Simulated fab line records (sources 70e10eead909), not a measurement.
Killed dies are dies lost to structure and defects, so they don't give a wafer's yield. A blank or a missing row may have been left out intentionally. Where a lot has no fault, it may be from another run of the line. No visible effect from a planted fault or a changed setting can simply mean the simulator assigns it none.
fab line records ; flow nand-harc ; part 2 of 2: steps 5 to 6 of 6
record lots=21; wafers=63; last-day=33
route steps=1302 shown A_STAIRCASE@856 A_SGD_CUT@907 A_SLIT@933
lots that met no fault: taken from a fault-free run of the same line
start-h: hours from the record's opening day to when the first of the lot's shown wafers began ; wait-h: hours elapsed since this lot's preceding step ; " as in the row above ; L1.1+2: several wafers, shown together as one row ; - no value, or no start was given ; * or withheld: withheld ; < > ~ a bound
route shown NAME@n: NAME is a module with steps in the file, n the number in the route of the first one ; usual: mean/standard deviation taken from wafers without a fault ; same: alike in all rows ; chamber/n: place in a boat ; sites: readings site by site ; _std_site: the standard deviation of these ; _edge_site: the outer-site mean with the inner-site mean subtracted ; radius-mm: how far each site lies from the wafer's centre ; mask NAME#n: copy n ; behind: the most recent tool/chamber to have shaped the wafer ; hold: what put the lot on hold/how long, in hours/how the hold closed ; device: whichever transistor did not switch (one of n, p or np) ; end of line: tests run on the same wafers once the route is complete ; a step with no rows: only its recipe ; killed: count of dies lost to structure and defects at first sort (not the wafer's yield) ; map: a wafer's dies, x killed, . not, _ none there
set.NAME: the setting the step ran with; set.NAME@STEP: the setting that earlier step ran with ; model.NAME: the simulator's own value behind a step, which no gauge read
steps of the route over a sample of lots; a table a step, a row a wafer
services: when a tool's chamber went out of use (start-h, in hours from the record's first day, below 0 if earlier), for how many hours, and the reason
## steps
# step NHARC_A_SLIT_ETCH_24
# recipe target-depth-a=1210; time-s=60.5; cf4-flow-sccm=100; chf3-flow-sccm=30; ar-flow-sccm=0; rf-w=500; bias-w=200; chemistry=CF4/CHF3
# usual chf3-flow-sccm=30.00/0.092; drypump-motor-current-A=5.9/0.48; mfc-ar-sccm=0.003/0.0068; oes-product-au=0.955/0.017; rf-vpp-V=369.5/2.3; showerhead-plenum-p-Torr=1.54/0.067; throttle-valve-pct=16.802/0.0088
lot.wafer;tool;chamber;start-h;wait-h;chf3-flow-sccm;drypump-motor-current-A;mfc-ar-sccm;oes-product-au;rf-hours-counter-h;rf-vpp-V;showerhead-plenum-p-Torr;throttle-valve-pct
L074.2;rie-diel-09;1;429.07;0.1;29.89;5.1;0;0.919;7;370.4;1.61;16.800
L074.6;rie-diel-09;2;429.07;0.1;30.00;5.5;0;0.925;-;367.0;1.47;16.791
L074.5;rie-diel-09;3;429.07;0.1;29.99;6.6;0.023;0.920;-;373.0;1.63;16.783
L075.3;rie-diel-07;0;460.97;0.1;30.00;6.8;0;0.960;8;370.0;1.57;16.796
L075.1;rie-diel-07;2;460.97;0.1;30.24;6.0;0;0.980;10;366.7;1.47;16.813
L075.5;rie-diel-07;0;460.97;0.1;29.97;6.8;0;0.948;-;369.7;1.57;16.799
L076.2;rie-diel-13;2;461.29;0.1;29.99;5.2;0;0.970;6;366.1;1.46;16.806
L076.4;rie-diel-13;0;461.29;0.1;29.98;6.1;0;0.958;-;368.8;1.50;16.808
L076.5;rie-diel-13;1;461.29;0.1;29.97;5.7;0;0.962;-;373.2;1.65;16.791
L077.3;rie-diel-09;1;464.85;0.1;29.95;5.2;0;0.979;10;371.6;1.61;16.791
L077.2;rie-diel-09;3;464.85;0.1;29.94;6.5;0.023;0.955;9;371.3;1.62;16.803
L077.6;rie-diel-09;0;464.85;0.1;30.16;5.9;0;0.969;-;367.5;1.50;16.797
L078.2;rie-diel-07;0;486.34;0.1;30.03;6.8;0;0.957;0;369.8;1.57;16.821
L078.3;rie-diel-07;1;486.34;0.1;30.10;5.9;0;0.960;0;368.0;1.51;16.795
L078.1;rie-diel-07;2;486.34;0.1;30.05;6.0;0;0.942;0;368.1;1.46;16.804
L079.2;rie-diel-09;1;488.72;0.1;30.15;5.2;0;0.922;11;370.9;1.61;16.795
L079.4;rie-diel-09;2;488.72;0.1;30.04;5.5;0;0.926;9;368.0;1.46;16.794
L079.6;rie-diel-09;1;488.72;0.1;29.99;5.2;0;0.918;-;372.2;1.61;16.795
L080.1;rie-diel-13;2;505.96;0.1;29.95;5.2;0;0.968;9;366.0;1.46;16.826
L080.4;rie-diel-13;3;505.96;0.1;30.11;5.9;0.006;0.968;6;368.0;1.49;16.807
L080.6;rie-diel-13;0;505.96;0.1;29.92;6.1;0;0.975;-;367.1;1.50;16.811
L082.2;rie-diel-09;1;520.44;0.7;30.05;5.2;0;0.952;1;371.0;1.60;16.805
L082.3;rie-diel-09;2;520.44;0.7;30.19;5.5;0;0.930;1;366.5;1.47;16.791
L082.5;rie-diel-09;1;520.44;0.7;29.96;5.2;0;0.958;-;372.9;1.60;16.794
L083.3;rie-diel-09;1;533.07;0.1;29.93;5.2;0;0.940;2;370.9;1.60;16.786
L083.2;rie-diel-09;2;533.07;0.1;29.88;5.5;0;0.916;3;367.4;1.46;16.791
L083.1;rie-diel-09;0;533.07;0.1;30.00;6.0;0;0.939;2;368.3;1.50;16.792
L085.2;rie-diel-13;3;551.23;0.1;29.78;5.9;0.006;0.959;1;367.6;1.49;16.796
L085.1;rie-diel-13;0;551.23;0.1;30.04;6.1;0;0.984;1;368.4;1.50;16.792
L085.6;rie-diel-13;0;551.23;0.1;29.84;6.1;0;0.979;-;368.4;1.50;16.800
L084.3;rie-diel-09;2;551.39;0.1;29.93;5.5;0;0.965;5;367.2;1.46;16.797
L084.4;rie-diel-09;0;551.39;0.1;29.91;5.9;0;0.961;4;367.2;1.50;16.805
L084.5;rie-diel-09;3;551.39;0.1;30.10;6.5;0.023;0.942;-;372.8;1.62;16.818
L086.2;rie-diel-07;1;556.54;0.1;30.06;5.9;0;0.925;4;368.5;1.50;16.796
L086.3;rie-diel-07;2;556.54;0.1;30.10;6.0;0;0.932;3;367.8;1.46;16.799
L086.5;rie-diel-07;1;556.54;0.1;30.21;5.9;0;0.933;-;368.5;1.51;16.800
L088.4;rie-diel-09;1;587.53;0.1;30.06;5.2;0;0.974;6;372.5;1.60;16.803
L088.1;rie-diel-09;2;587.53;0.1;30.05;5.5;0;0.952;6;367.3;1.46;16.811
L088.5;rie-diel-09;2;587.53;0.1;30.04;5.5;0;0.946;-;367.2;1.46;16.796
L087.3;rie-diel-13;3;588.76;0.1;30.11;5.9;0.006;0.963;3;367.9;1.49;16.806
L087.6;rie-diel-13;2;588.76;0.1;30.02;5.2;0;0.979;-;366.6;1.46;16.813
L087.5;rie-diel-13;3;588.76;0.1;30.00;5.9;0.006;0.953;-;368.3;1.49;16.794
L090.2;rie-diel-09;3;600.34;0.1;29.99;6.6;0.023;0.954;9;373.7;1.62;16.796
L090.3;rie-diel-09;0;600.34;0.1;30.05;5.9;0;0.982;8;369.3;1.50;16.817
L090.6;rie-diel-09;2;600.34;0.1;30.01;5.6;0;0.948;-;368.7;1.46;16.817
L092.2;rie-diel-07;1;630.38;0.1;30.06;5.9;0;0.949;7;368.7;1.50;16.792
L092.6;rie-diel-07;3;630.38;0.1;29.93;6.0;0;0.950;-;371.9;1.61;16.807
L092.5;rie-diel-07;0;630.38;0.1;30.01;6.8;0;0.967;-;370.7;1.57;16.810
L093.1;rie-diel-09;3;634.84;0.1;30.08;6.5;0.023;0.965;10;372.0;1.62;16.805
L093.4;rie-diel-09;1;634.84;0.1;30.02;5.2;0;0.960;9;370.7;1.60;16.797
L093.2;rie-diel-09;2;634.84;0.1;30.14;5.5;0;0.935;10;367.3;1.46;16.801
L094.2;rie-diel-13;0;646.85;0.1;30.05;6.1;0;0.978;7;368.5;1.50;16.793
L094.4;rie-diel-13;1;646.85;0.1;29.96;5.7;0;0.968;8;372.2;1.64;16.811
L094.5;rie-diel-13;0;646.85;0.1;29.98;6.1;0;0.975;-;368.6;1.50;16.811
L095.3;rie-diel-07;3;647.02;0.1;30.00;6.0;0;0.961;7;372.8;1.61;16.793
L095.2;rie-diel-07;0;647.02;0.1;30.01;6.8;0;0.956;7;370.1;1.57;16.794
L095.6;rie-diel-07;2;647.02;0.1;29.94;6.0;0;0.960;-;368.4;1.46;16.806
L096.3;rie-diel-07;1;666.41;0.1;30.17;5.9;0;0.970;0;369.2;1.50;16.801
L096.2;rie-diel-07;2;666.41;0.1;29.84;6.0;0;0.967;0;366.4;1.46;16.790
L096.5;rie-diel-07;1;666.41;0.1;30.07;5.9;0;0.974;-;369.2;1.50;16.804
L097.3;rie-diel-07;2;678.53;0.1;30.01;6.0;0;0.951;2;366.3;1.46;16.797
L097.6;rie-diel-07;2;678.53;0.1;30.09;6.0;0;0.970;-;366.0;1.46;16.802
L097.5;rie-diel-07;3;678.53;0.1;29.99;6.0;0;0.967;-;370.8;1.61;16.805
# step NHARC_A_SLIT_ETCH_15
# recipe target-depth-a=62000; over-etch-frac=0.3; time-s=1612; ion-energy-ev=150; o2-flow-sccm=400; cos-flow-sccm=20; ar-flow-sccm=0; rf-w=500; bias-w=300; chemistry=O2/COS
# usual drypump-motor-current-A=5.9/0.47; mfc-ar-sccm=0.003/0.0079; oes-product-au=0.994/0.01; rf-vpp-V=313.3/2; showerhead-plenum-p-Torr=3.06/0.14; throttle-valve-pct=28.330/0.0079
lot.wafer;tool;chamber;start-h;wait-h;drypump-motor-current-A;mfc-ar-sccm;oes-product-au;rf-hours-counter-h;rf-vpp-V;showerhead-plenum-p-Torr;throttle-valve-pct
L074.2;rie-diel-09;2;-;-;5.5;0;0.991;7;310.5;2.91;28.341
L074.6;rie-diel-09;3;-;-;6.5;0.023;0.985;-;315.9;3.22;28.327
L074.5;rie-diel-09;0;-;-;6.0;0;0.994;-;313.8;2.98;28.335
L075.1;rie-diel-07;3;-;-;6.0;0;0.995;10;314.7;3.20;28.317
L075.3;rie-diel-07;1;-;-;5.9;0;1.000;6;311.7;2.99;28.333
L075.5;rie-diel-07;3;-;-;6.0;0;0.987;-;314.1;3.20;28.327
L076.2;rie-diel-13;2;-;-;5.2;0;1.003;6;310.4;2.90;28.336
L076.5;rie-diel-13;0;-;-;6.1;0;0.994;-;313.2;2.98;28.321
L076.4;rie-diel-13;1;-;-;5.6;0;0.998;-;316.2;3.26;28.334
L077.2;rie-diel-09;0;-;-;6.0;0;0.997;11;311.6;2.98;28.334
L077.3;rie-diel-09;2;-;-;5.5;0;0.989;8;309.7;2.91;28.339
L077.6;rie-diel-09;3;-;-;6.5;0.023;0.983;-;315.4;3.22;28.320
L078.2;rie-diel-07;0;-;-;6.8;0;0.992;0;313.7;3.12;28.333
L078.1;rie-diel-07;1;-;-;5.9;0;0.981;0;311.5;2.99;28.332
L078.3;rie-diel-07;3;-;-;6.0;0;1.006;0;315.1;3.20;28.321
L079.2;rie-diel-09;0;-;-;5.9;0;1.000;12;313.0;2.98;28.332
L079.4;rie-diel-09;2;-;-;5.6;0;0.996;9;313.5;2.91;28.327
L079.6;rie-diel-09;0;-;-;5.9;0;1.007;-;312.1;2.98;28.327
L080.1;rie-diel-13;2;-;-;5.2;0;1.014;9;312.0;2.90;28.331
L080.4;rie-diel-13;0;-;-;6.1;0;1.001;7;313.9;2.98;28.323
L080.6;rie-diel-13;1;-;-;5.7;0;0.998;-;316.7;3.26;28.336
L082.3;rie-diel-09;0;-;-;6.0;0;0.994;1;312.6;2.98;28.322
L082.2;rie-diel-09;1;-;-;5.2;0;1.005;1;315.2;3.18;28.322
L082.5;rie-diel-09;2;-;-;5.5;0;0.974;-;310.6;2.91;28.343
L083.3;rie-diel-09;3;-;-;6.6;0.023;0.982;2;316.5;3.22;28.341
L083.1;rie-diel-09;1;-;-;5.2;0;1.001;3;314.4;3.18;28.330
L083.2;rie-diel-09;2;-;-;5.6;0;0.992;3;311.9;2.91;28.347
L085.1;rie-diel-13;1;-;-;5.7;0;1.006;1;317.1;3.26;28.324
L085.2;rie-diel-13;2;-;-;5.2;0;1.020;1;311.5;2.90;28.323
L085.6;rie-diel-13;0;-;-;6.1;0;1.005;-;311.5;2.98;28.336
L084.3;rie-diel-09;0;-;-;6.0;0;0.993;4;311.9;2.98;28.340
L084.4;rie-diel-09;2;-;-;5.5;0;0.982;5;311.2;2.91;28.338
L084.5;rie-diel-09;0;-;-;5.9;0;0.996;-;312.8;2.98;28.329
L086.2;rie-diel-07;1;-;-;5.9;0;0.981;4;311.2;2.99;28.336
L086.3;rie-diel-07;2;-;-;6.0;0;0.988;4;311.8;2.90;28.334
L086.5;rie-diel-07;0;-;-;6.8;0;0.988;-;314.0;3.12;28.336
L088.1;rie-diel-09;2;-;-;5.5;0;0.980;7;312.2;2.90;28.323
L088.4;rie-diel-09;0;-;-;6.0;0;0.999;7;310.4;2.97;28.313
L088.5;rie-diel-09;2;-;-;5.5;0;0.998;-;311.8;2.90;28.328
L087.3;rie-diel-13;2;-;-;5.2;0;1.017;3;310.2;2.90;28.333
L087.6;rie-diel-13;0;-;-;6.1;0;1.009;-;313.3;2.98;28.331
L087.5;rie-diel-13;1;-;-;5.7;0;0.995;-;315.8;3.26;28.338
L090.3;rie-diel-09;1;-;-;5.2;0;1.001;7;315.7;3.18;28.335
L090.2;rie-diel-09;0;-;-;6.0;0;0.991;8;311.4;2.97;28.331
L090.6;rie-diel-09;2;-;-;5.5;0;0.985;-;310.9;2.90;28.326
L092.2;rie-diel-07;1;-;-;5.9;0;0.976;7;312.7;2.99;28.334
L092.6;rie-diel-07;2;-;-;6.0;0;0.988;-;311.3;2.90;28.332
L092.5;rie-diel-07;3;-;-;6.0;0;0.983;-;316.5;3.20;28.332
L093.2;rie-diel-09;0;-;-;6.0;0;1.001;10;312.2;2.97;28.336
L093.1;rie-diel-09;1;-;-;5.2;0;1.017;9;314.5;3.18;28.325
L093.4;rie-diel-09;2;-;-;5.5;0;0.985;10;310.5;2.90;28.335
L094.2;rie-diel-13;1;-;-;5.7;0;0.982;8;315.0;3.26;28.339
L094.4;rie-diel-13;3;-;-;5.9;0.006;1.001;5;311.3;2.95;28.342
L094.5;rie-diel-13;2;-;-;5.2;0;1.005;-;312.0;2.90;28.330
L095.2;rie-diel-07;3;-;-;6.0;0;0.990;7;315.8;3.20;28.315
L095.3;rie-diel-07;0;-;-;6.8;0;0.996;7;313.5;3.11;28.327
L095.6;rie-diel-07;0;-;-;6.8;0;0.998;-;313.9;3.11;28.324
L096.3;rie-diel-07;3;-;-;5.9;0;0.993;0;313.9;3.20;28.316
L096.2;rie-diel-07;0;-;-;6.8;0;0.977;0;313.4;3.11;28.324
L096.5;rie-diel-07;2;-;-;6.0;0;0.991;-;312.2;2.90;28.345
L097.3;rie-diel-07;0;-;-;6.8;0;0.988;1;314.8;3.11;28.325
L097.5;rie-diel-07;0;-;-;6.8;0;0.980;-;315.2;3.11;28.344
L097.6;rie-diel-07;1;-;-;5.9;0;0.984;-;314.0;2.98;28.336
## services
tool;chamber;start-h;hours;kind
rie-diel-01;-;377.14;1.4;repair
rie-diel-01;-;381.26;9.0;pm
rie-diel-11;-;408.27;0.4;repair
rie-diel-09;-;412.56;0.1;repair
rie-diel-07;1;413.43;22.1;repair
rie-diel-11;1;418.82;2.0;repair
rie-diel-09;2;432.76;7.1;repair
rie-diel-13;3;459.30;23.3;repair
rie-diel-07;-;471.58;9.0;pm
rie-diel-13;0;477.46;19.5;repair
rie-diel-09;3;493.69;24.5;repair
rie-diel-09;-;497.10;9.0;pm
rie-diel-09;0;511.05;5.9;repair
rie-diel-13;-;519.01;9.0;pm
pecvd-03;-;547.30;13.0;pm
pecvd-03;0;618.30;3.5;repair
rie-diel-13;3;634.54;6.0;repair
rie-diel-07;1;635.08;4.8;repair
rie-diel-09;-;641.21;0.4;repair
rie-diel-07;1;643.94;14.1;repair
rie-diel-07;-;648.58;9.0;pm
pecvd-03;0;666.50;4.5;repair
rie-diel-09;-;674.10;9.0;pm
rie-diel-13;0;676.70;3.4;repair
